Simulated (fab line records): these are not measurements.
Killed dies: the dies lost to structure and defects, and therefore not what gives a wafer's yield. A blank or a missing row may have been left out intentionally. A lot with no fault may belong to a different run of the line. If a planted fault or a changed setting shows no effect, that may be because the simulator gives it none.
Which of the tools did it? + flow n5 finfet + 12 lots with 36 wafers sampled at 3 steps, on a route of 1938 steps

== WHAT EACH GAUGE READ, for each wafer ==
N5_BEOL_M0_RS_MEAS_126: the measuring method here is four-point-probe.
| lot  | measured     | on            | M0_RS (ohm/sq)    |
|------|--------------|---------------|-------------------|
| L075 | day 6 07:59  | film metro-01 | 0.517 0.548 0.505 |
| L077 | day 6 22:35  | film metro-01 | 0.568 0.559 0.536 |
| L079 | day 7 06:38  | film metro-02 | 0.529 0.554 0.558 |
| L081 | day 7 20:38  | film metro-02 | 0.536 0.542 0.548 |
| L083 | day 8 11:25  | film metro-02 | 0.556 0.518 0.486 |
| L085 | day 8 17:18  | film metro-01 | 0.519 0.520 0.512 |
| L086 | day 9 11:17  | film metro-02 | 0.539 0.516 0.495 |
| L091 | day 10 02:55 | film metro-01 | 0.518 0.499 0.485 |
| L090 | day 10 07:35 | film metro-01 | 0.532 0.535 0.512 |
| L093 | day 11 02:59 | film metro-02 | 0.563 0.493 0.511 |
| L095 | day 11 11:01 | film metro-02 | 0.526 0.523 0.530 |
| L097 | day 12 00:52 | film metro-01 | 0.511 0.562 0.543 |

== WHICH TOOL RAN EACH LOT (tool, then ch and the chambers of the sampled wafers, then the start) ==
| lot  | N5_BEOL_M0_SPUTTER_141       | N5_BEOL_M0_DEP_125              |
|------|------------------------------|---------------------------------|
| L075 | pvd sputter-03, day 6 03:40  | pecvd-03 ch 0,1,2, day 6 07:55  |
| L077 | pvd sputter-01, day 6 18:11  | pecvd-02 ch 0,2, day 6 22:31    |
| L079 | pvd sputter-02, day 7 02:46  | pecvd-02 ch 0,1, day 7 06:34    |
| L081 | pvd sputter-01, day 7 14:34  | pecvd-02 ch 0,1,2, day 7 20:34  |
| L083 | pvd sputter-02, day 8 04:14  | pecvd-03 ch 0,2, day 8 11:21    |
| L085 | pvd sputter-03, day 8 12:44  | pecvd-02 ch 0,1,2, day 8 17:14  |
| L086 | pvd sputter-03, day 9 10:08  | pecvd-03 ch 0,1,2, day 9 11:13  |
| L091 | pvd sputter-03, day 10 01:44 | pecvd-01 ch 0,1, day 10 02:51   |
| L090 | pvd sputter-03, day 10 06:31 | pecvd-01 ch 0,1, day 10 07:31   |
| L093 | pvd sputter-01, day 11 01:53 | pecvd-03 ch 0,2, day 11 02:55   |
| L095 | pvd sputter-03, day 11 09:58 | pecvd-03 ch 1,2, day 11 10:57   |
| L097 | pvd sputter-03, day 11 23:34 | pecvd-02 ch 0,1,2, day 12 00:49 |
- N5_BEOL_M0_SPUTTER_141: material Cu, target thk 4 nm, time 7.37 s.
- N5_BEOL_M0_DEP_125: deposits SiCN from 3MS/NH3, target thk 8 nm, time 14 s.

== THE ANSWER, worked out from the rows above alone ==
Rule: the usual values come from the lots themselves. The widest of any qualifying gaps counts: lots, ordered by their means at a reading, are off when they make up no more than a third of the lots, leave a main group of 4 or more, and stand apart from it by 3 or more times the standard deviation of that group's means. Not used: any main group whose means are identical at the precision the tables above print for the reading. A lot without any number at a reading at which 4 lots or more have one is off too. Any other lot the step has rows for is counted as sound.
No lot is off at any reading shown: from this, nothing can be told.

== WHAT THE SIMULATOR HAD INSERTED ==
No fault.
